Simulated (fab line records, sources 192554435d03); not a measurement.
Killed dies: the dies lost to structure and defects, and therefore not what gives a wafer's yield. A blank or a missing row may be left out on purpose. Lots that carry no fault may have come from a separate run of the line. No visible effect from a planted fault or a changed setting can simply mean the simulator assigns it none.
Matching of chambers | flow n5Finfet | N5_HKMG_FIN_ALD_74 on aldHk-01: 4 sister chambers
The step deposits La2O3, target thk 0.5 nm, pulse time 6 s, co reactant pulse time 1 s. 8 wafers are shown with their chamber, then 10 later ones without.

EACH WAFER AND ITS CHAMBER
wafer  | chamber | heaterPowerW (W) | susceptorTempC (C)
L080.3 | 1       | 363              | 250.14
L091.1 | 1       | 369              | 250.33
L091.5 | 2       | 395              | 250.09
L093.1 | 2       | 402              | 250.19
L093.4 | 0       | 339              | 250.28
L093.6 | 3       | 318              | 250.08
L094.1 | 0       | 333              | 250.13
L094.4 | 3       | 310              | 249.83

WAFERS WITHOUT THEIR CHAMBER
wafer  | heaterPowerW (W) | susceptorTempC (C)
L094.6 | 364              | 249.77
L095.3 | 346              | 250.08
L095.4 | 304              | 250.08
L095.6 | 399              | 250.04
L096.1 | 396              | 250.35
L096.2 | 327              | 250.02
L096.3 | 314              | 250.07
L097.2 | 379              | 250.27
L097.3 | 339              | 249.96
L097.4 | 317              | 250.11

WHICH CHAMBER EACH WENT THROUGH
wafer  | from the rows above     | in truth
L094.6 | 1                       | 1
L095.3 | 0                       | 0
L095.4 | 3                       | 3
L095.6 | 2                       | 2
L096.1 | 2                       | 2
L096.2 | can't be placed: 0 or 3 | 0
L096.3 | 3                       | 3
L097.2 | can't be placed: 1 or 2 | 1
L097.3 | 0                       | 0
L097.4 | 3                       | 3
8 of 10 placed correctly. Cannot be placed on the basis of these rows: 2; the candidates contain the true chamber in 2. Wrongly placed: 0.
How it was worked out, from the rows above alone: a wafer's distance from a chamber is the root of the sum, over the readings, of the square of ((its reading less the chamber's mean) divided by the reading's scatter). If the next closest chamber is less than 2 further off than the closest, the wafer can't be placed; otherwise it belongs to the closest. For every chamber, the mean is computed from those of its wafers that are shown. The scatter: the root of (the sum of the squares of (reading less its chamber's mean) over the shown wafers, divided by (wafers less chambers)).
